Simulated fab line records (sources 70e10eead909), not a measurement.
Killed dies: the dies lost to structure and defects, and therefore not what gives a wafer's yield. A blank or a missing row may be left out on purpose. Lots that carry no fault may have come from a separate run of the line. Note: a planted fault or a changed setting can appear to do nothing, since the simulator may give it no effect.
Which of the tools did it? | flow nand_harc | 14 lots with 42 wafers sampled at 5 steps, on a route of 1302 steps

## WHAT THE GAUGES SHOWED, per wafer
NHARC_A_M0_INSPECT_27. Usual: 536 for raw_defect_count, sd 130.
lot  | measured     | on                | raw_defect_count | flag
L406 | day 23 00:56 | defect_inspect-01 | 617 719 468      |
L407 | day 23 02:49 | defect_inspect-01 | 397 658 419      |
L408 | day 23 07:25 | defect_inspect-02 | 545 531 496      |
L409 | day 23 20:22 | defect_inspect-02 | 566 441 414      |
L410 | day 24 08:01 | defect_inspect-02 | 451 483 450      |
L422 | day 28 19:07 | defect_inspect-02 | 976 431 760      |
L420 | day 28 20:59 | defect_inspect-01 | 352 364 352      |
L423 | day 30 07:19 | defect_inspect-01 | 434 529 529      |
L424 | day 30 11:20 | defect_inspect-02 | 574 517 635      |
L425 | day 30 23:01 | defect_inspect-02 | 925 753 568      |
L426 | day 31 03:02 | defect_inspect-02 | 1057 597 716     |
L427 | day 31 14:53 | defect_inspect-02 | 370 425 414      |
L428 | day 31 19:29 | defect_inspect-02 | 511 596 572      |
L429 | day 32 18:12 | defect_inspect-02 | 590 451 453      |

NHARC_A_M1_OVL_MEAS_10: pitch 240 nm. Usual: overlay_x_nm -0.1 nm, standard deviation 0.96; overlay_y_nm 0.0 nm, standard deviation 0.97.
lot  | measured     | on         | overlay_x_nm (nm) | overlay_y_nm (nm) | flag
L406 | day 23 02:17 | overlay-02 | -0.1 -0.4 -0.4    | -0.8 -0.5 -0.8    |
L407 | day 23 04:16 | overlay-01 | 1.9 1.3 0.9       | 0.3 0.0 0.1       |
L408 | day 23 08:53 | overlay-02 | -1.7 -1.6 -1.3    | -0.4 0.5 0.2      |
L409 | day 23 22:09 | overlay-02 | 0.6 0.7 0.6       | -1.8 -1.3 -1.7    |
L410 | day 24 09:23 | overlay-02 | -0.3 -0.4 -1.1    | -0.2 0.3 0.2      |
L422 | day 28 20:37 | overlay-02 | 0.3 0.1 0.2       | 1.1 1.8 0.7       |
L420 | day 28 22:22 | overlay-02 | -0.5 -0.8 -0.5    | 1.2 1.6 1.1       |
L423 | day 30 08:49 | overlay-02 | 0.0 0.2 0.6       | 0.8 1.2 1.4       |
L424 | day 30 12:41 | overlay-01 | 1.6 1.9 1.3       | 2.1 2.0 1.5       |
L425 | day 31 00:31 | overlay-01 | -0.8 -0.8 -0.8    | -1.0 -0.8 -1.1    |
L426 | day 31 04:30 | overlay-02 | -0.6 -0.3 -0.2    | -0.5 -0.2 -0.2    |
L427 | day 31 16:22 | overlay-01 | 1.8 1.6 1.7       | -0.2 0.1 -0.2     |
L428 | day 31 20:58 | overlay-02 | 0.3 0.6 -0.4      | 0.5 0.2 0.2       |
L429 | day 32 19:58 | overlay-01 | -0.8 -0.5 -0.5    | 0.6 0.3 0.2       |

NHARC_A_BONDPAD_THK_MEAS_30: measures by ellipsometry. Usual: 200.2 nm for thk_nm, sd 1.5.
lot  | measured     | on            | thk_nm (nm)       | flag
L406 | day 23 06:22 | film_metro-01 | 199.3 199.8 198.7 |
L407 | day 23 08:19 | film_metro-02 | 200.0 199.4 198.8 |
L408 | day 23 13:01 | film_metro-02 | 199.9 198.9 198.6 |
L409 | day 24 02:12 | film_metro-01 | 201.9 203.2 204.8 |
L410 | day 24 13:28 | film_metro-01 | 204.1 201.0 200.7 |
L422 | day 29 00:38 | film_metro-01 | 248.6 244.2 252.9 | OFF
L420 | day 29 02:31 | film_metro-02 | 244.6 246.7 252.8 | OFF
L423 | day 30 12:53 | film_metro-01 | 199.4 199.6 200.1 |
L424 | day 30 16:44 | film_metro-01 | 198.7 198.7 198.8 |
L425 | day 31 04:32 | film_metro-02 | 201.2 198.7 200.7 |
L426 | day 31 08:33 | film_metro-02 | 200.9 199.1 199.7 |
L427 | day 31 20:33 | film_metro-02 | 201.1 201.5 200.9 |
L428 | day 32 00:59 | film_metro-02 | 200.0 199.6 202.5 |
L429 | day 33 00:20 | film_metro-02 | 204.1 199.6 200.5 |

NHARC_A_BONDPAD_CD_MEAS_09: the cd target is 500 nm. Usual: 500.0 nm for cd_nm, sd 1.5.
lot  | measured     | on        | cd_nm (nm)        | flag
L406 | day 23 06:48 | cd_sem-02 | 499.5 497.2 500.0 |
L407 | day 23 08:53 | cd_sem-01 | 499.3 498.5 499.2 |
L408 | day 23 13:28 | cd_sem-01 | 501.8 501.0 502.1 |
L409 | day 24 02:46 | cd_sem-01 | 499.3 501.2 499.1 |
L410 | day 24 13:55 | cd_sem-03 | 502.9 503.2 503.8 |
L422 | day 29 01:12 | cd_sem-01 | 499.4 500.1 499.5 |
L420 | day 29 02:58 | cd_sem-03 | 500.0 500.0 500.2 |
L423 | day 30 13:20 | cd_sem-01 | 498.6 498.7 500.2 |
L424 | day 30 17:10 | cd_sem-02 | 500.7 501.5 499.7 |
L425 | day 31 05:05 | cd_sem-01 | 498.4 498.3 499.0 |
L426 | day 31 09:07 | cd_sem-01 | 502.7 501.8 500.8 |
L427 | day 31 21:07 | cd_sem-03 | 501.3 501.8 502.9 |
L428 | day 32 01:33 | cd_sem-01 | 497.0 498.5 500.5 |
L429 | day 33 00:47 | cd_sem-02 | 497.5 498.7 497.8 |

## WHICH TOOL RAN EACH LOT (tool, then ch and the chambers of the sampled wafers, then the start)
lot  | NHARC_A_BONDPAD_CMP_29
L406 | cmp-04 ch 0,1,3, day 23 06:06
L407 | cmp-02 ch 0,1,2, day 23 08:06
L408 | cmp-02 ch 0,2,3, day 23 12:49
L409 | cmp-03 ch 0,1,3, day 24 01:57
L410 | cmp-03 ch 0,2, day 24 13:13
L422 | cmp-04 ch 0,2,3, day 29 00:23
L420 | cmp-04 ch 1,3, day 29 02:17
L423 | cmp-02 ch 1,2,3, day 30 12:38
L424 | cmp-03 ch 0,1, day 30 16:29
L425 | cmp-04 ch 0,2,3, day 31 04:20
L426 | cmp-04 ch 0,2,3, day 31 08:21
L427 | cmp-04 ch 1,3, day 31 20:20
L428 | cmp-04 ch 1,2, day 32 00:45
L429 | cmp-03 ch 1,2,3, day 33 00:06
- NHARC_A_BONDPAD_CMP_29: polishes SiCN, target thk 200 nm.

## AS READ BY THE TOOLS THEMSELVES (means over the sampled wafers that have a number; for cases with no such wafer, the mark the record gives instead)
NHARC_A_BONDPAD_CMP_29. Usual: edge_zone_pressure_frac 0.999, standard deviation 0.0052; motor_current_A 11.8 A, standard deviation 1.
lot  | tool   | edge_zone_pressure_frac | motor_current_A (A) | flag
L406 | cmp-04 | 0.997                   | 12.0                |
L407 | cmp-02 | 0.998                   | 11.8                |
L408 | cmp-02 | 0.998                   | 12.2                |
L409 | cmp-03 | 0.998                   | 12.0                |
L410 | cmp-03 | 0.997                   | 11.3                |
L422 | cmp-04 | -                       | -                   | OFF
L420 | cmp-04 | -                       | -                   | OFF
L423 | cmp-02 | 0.998                   | 12.3                |
L424 | cmp-03 | 1.001                   | 11.8                |
L425 | cmp-04 | 0.999                   | 12.0                |
L426 | cmp-04 | 0.995                   | 12.3                |
L427 | cmp-04 | 1.002                   | 11.0                |
L428 | cmp-04 | 0.996                   | 10.9                |
L429 | cmp-03 | 0.993                   | 12.2                |

## THE ANSWER, worked out from the rows above alone
Rule: a lot counts as off when the mean over its wafers that have a number is more than 3 standard deviations away from the usual mean. A lot without any number at a reading at which 4 lots or more have one is off too. The other lots that the step has rows for count as sound. After the gauges, taken in route order, come the tools' own readings; for these a lot's mean is taken, as printed above. The first step at which some lot is off is used, and at that step the reading that is off furthest; a lot without a number counts as furthest.
Off, at NHARC_A_BONDPAD_THK_MEAS_30 on thk_nm: L422, L420.
A tool fits if, at a process step before that reading, it ran every lot that is off, and no sound lot after the first of them. Not tried: the gauges at NHARC_A_BONDPAD_THK_MEAS_30; whatever is off there is also off at NHARC_A_BONDPAD_CMP_29, on other tools, and gauge error can't account for it. Of those tried, none fits.

## WHAT THE SIMULATOR PUT IN
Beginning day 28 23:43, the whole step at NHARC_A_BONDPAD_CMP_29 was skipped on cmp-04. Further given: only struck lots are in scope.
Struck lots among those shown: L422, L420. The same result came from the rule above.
